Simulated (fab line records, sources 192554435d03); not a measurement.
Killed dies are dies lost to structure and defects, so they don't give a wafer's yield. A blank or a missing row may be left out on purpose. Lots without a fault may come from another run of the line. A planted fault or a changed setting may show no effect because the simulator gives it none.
Chamber matching | flow n5_finfet | N5_BEOL_M10_CMP_52 on cmp-04: 4 sister chambers
The step polishes, stops on SiCOH lowk, t overpolish 7 s, target thk 140 nm. 8 wafers are shown with their chamber, then 9 later ones without.

WAFERS WITH THEIR CHAMBER
wafer  | chamber | motor_current_A (A) | edge_zone_pressure_frac
L079.2 | 2       | 6.7                 | 0.993
L079.6 | 0       | 5.2                 | 1.002
L083.3 | 1       | 6.1                 | 1.001
L083.4 | 3       | 4.5                 | 1.004
L083.5 | 0       | 5.4                 | 0.995
L090.2 | 2       | 6.4                 | 1.003
L090.3 | 1       | 6.5                 | 1.000
L090.5 | 3       | 4.4                 | 0.995

WAFERS WITHOUT THEIR CHAMBER
wafer  | motor_current_A (A) | edge_zone_pressure_frac
L091.1 | 6.8                 | 0.997
L091.4 | 6.6                 | 1.005
L091.5 | 7.3                 | 1.005
L093.3 | 6.2                 | 1.002
L093.5 | 4.3                 | 1.004
L093.6 | 5.6                 | 0.998
L095.2 | 4.5                 | 1.009
L095.4 | 5.4                 | 0.995
L095.6 | 6.8                 | 0.998

WHICH CHAMBER EACH WENT THROUGH
wafer  | from the rows above     | in truth
L091.1 | can't be placed: 2 or 1 | 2
L091.4 | can't be placed: 2 or 1 | 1
L091.5 | can't be placed: 2 or 1 | 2
L093.3 | can't be placed: 1 or 2 | 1
L093.5 | 3                       | 3
L093.6 | 0                       | 0
L095.2 | 3                       | 3
L095.4 | 0                       | 0
L095.6 | can't be placed: 2 or 1 | 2
Placed correctly: 4 of 9. Can't be placed from these rows: 5 (the true chamber is among the candidates in 5). Placed wrongly: 0.
How it was worked out, from the rows above alone: a wafer's distance from a chamber is the root of the sum, over the readings, of the square of ((its reading less the chamber's mean) divided by the reading's scatter). The wafer belongs to the nearest chamber; if the next one is less than 2 further off, it can't be placed. A chamber's mean is the mean of its shown wafers. The scatter: the root of (the sum of the squares of (reading less its chamber's mean) over the shown wafers, divided by (wafers less chambers)).
